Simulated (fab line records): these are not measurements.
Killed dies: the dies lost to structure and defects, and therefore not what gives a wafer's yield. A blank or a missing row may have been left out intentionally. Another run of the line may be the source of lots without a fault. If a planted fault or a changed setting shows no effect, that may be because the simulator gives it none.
Matching of chambers + flow n5_finfet + N5_DUMMY_GATE_ETCH_29 on rie_diel-04 has 4 sister chambers
The step etches underlayer in N2/H2, target depth 13 nm. 27 wafers are shown with their chamber, then 12 later ones without.

== WAFERS PAIRED WITH THEIR CHAMBERS ==
| wafer  | chamber | drypump_motor_current_A (A) | showerhead_plenum_p_Torr (Torr) | throttle_valve_pct (%) |
|--------|---------|-----------------------------|---------------------------------|------------------------|
| L075.3 | 1       | 6.3                         | 2.62                            | 18.36                  |
| L075.4 | 0       | 5.7                         | 2.56                            | 17.65                  |
| L075.6 | 1       | 6.3                         | 2.62                            | 18.37                  |
| L076.1 | 2       | 5.9                         | 2.50                            | 18.07                  |
| L076.5 | 2       | 5.9                         | 2.50                            | 18.08                  |
| L076.6 | 1       | 6.3                         | 2.62                            | 18.35                  |
| L078.1 | 3       | 5.2                         | 2.61                            | 17.78                  |
| L078.2 | 2       | 5.9                         | 2.50                            | 18.10                  |
| L078.4 | 0       | 5.7                         | 2.56                            | 17.68                  |
| L079.4 | 2       | 5.9                         | 2.50                            | 18.09                  |
| L079.5 | 0       | 5.7                         | 2.56                            | 17.68                  |
| L079.6 | 3       | 5.3                         | 2.61                            | 17.76                  |
| L081.2 | 3       | 5.3                         | 2.61                            | 17.78                  |
| L081.5 | 0       | 5.7                         | 2.55                            | 17.68                  |
| L081.6 | 3       | 5.3                         | 2.61                            | 17.76                  |
| L082.4 | 3       | 5.2                         | 2.61                            | 17.77                  |
| L082.5 | 1       | 6.3                         | 2.61                            | 18.38                  |
| L082.6 | 0       | 5.7                         | 2.55                            | 17.71                  |
| L084.2 | 1       | 6.3                         | 2.61                            | 18.41                  |
| L084.3 | 0       | 5.7                         | 2.55                            | 17.70                  |
| L084.6 | 1       | 6.3                         | 2.61                            | 18.38                  |
| L086.3 | 2       | 5.9                         | 2.49                            | 17.68                  |
| L086.4 | 1       | 6.3                         | 2.60                            | 18.40                  |
| L086.5 | 0       | 5.7                         | 2.55                            | 17.71                  |
| L088.3 | 2       | 5.9                         | 2.49                            | 17.68                  |
| L088.4 | 3       | 5.3                         | 2.60                            | 17.80                  |
| L088.5 | 1       | 6.3                         | 2.60                            | 18.41                  |

SIGNATURES, as means of the wafers listed above
| reading                  | chamber 0 | chamber 1 | chamber 2 | chamber 3 | scatter within a chamber |
|--------------------------|-----------|-----------|-----------|-----------|--------------------------|
| drypump_motor_current_A  | 5.700     | 6.300     | 5.900     | 5.267     | 0.0241                   |
| showerhead_plenum_p_Torr | 2.5543    | 2.6113    | 2.4967    | 2.6083    | 0.00617                  |
| throttle_valve_pct       | 17.6871   | 18.3825   | 17.9500   | 17.7750   | 0.0993                   |
Rule: for each reading, subtract the chamber's mean from the wafer's reading, divide by that reading's scatter and square the result; add these up over the readings and take the root, which gives the wafer's distance from the chamber. If the next closest chamber is less than 2 further off than the closest, the wafer can't be placed; otherwise it belongs to the closest. The scatter: take each reading less its chamber's mean, square it, sum over the shown wafers, divide by the number of wafers less the number of chambers, and take the root.

== WAFERS WITH NO CHAMBER GIVEN ==
| wafer  | drypump_motor_current_A (A) | showerhead_plenum_p_Torr (Torr) | throttle_valve_pct (%) |
|--------|-----------------------------|---------------------------------|------------------------|
| L091.2 | 5.2                         | 2.60                            | 17.78                  |
| L091.3 | 6.3                         | 2.60                            | 18.42                  |
| L091.4 | 5.9                         | 2.49                            | 17.67                  |
| L092.2 | 5.2                         | 2.60                            | 17.81                  |
| L092.5 | 5.9                         | 2.49                            | 17.68                  |
| L092.6 | 6.3                         | 2.60                            | 18.42                  |
| L093.1 | 5.7                         | 2.54                            | 17.72                  |
| L093.3 | 5.9                         | 2.49                            | 17.69                  |
| L093.4 | 6.3                         | 2.60                            | 18.43                  |
| L096.3 | 6.4                         | 2.60                            | 18.42                  |
| L096.4 | 5.9                         | 2.49                            | 17.68                  |
| L096.5 | 5.9                         | 2.49                            | 17.70                  |

== EACH ONE'S CHAMBER ==
| wafer  | from the rows above | in truth |
|--------|---------------------|----------|
| L091.2 | 3                   | 3        |
| L091.3 | 1                   | 1        |
| L091.4 | 2                   | 2        |
| L092.2 | 3                   | 3        |
| L092.5 | 2                   | 2        |
| L092.6 | 1                   | 1        |
| L093.1 | 0                   | 0        |
| L093.3 | 2                   | 2        |
| L093.4 | 1                   | 1        |
| L096.3 | 1                   | 1        |
| L096.4 | 2                   | 2        |
| L096.5 | 2                   | 2        |
Correctly placed: 12 of 12. Left unplaced by these rows: 0. Placed wrongly: 0.
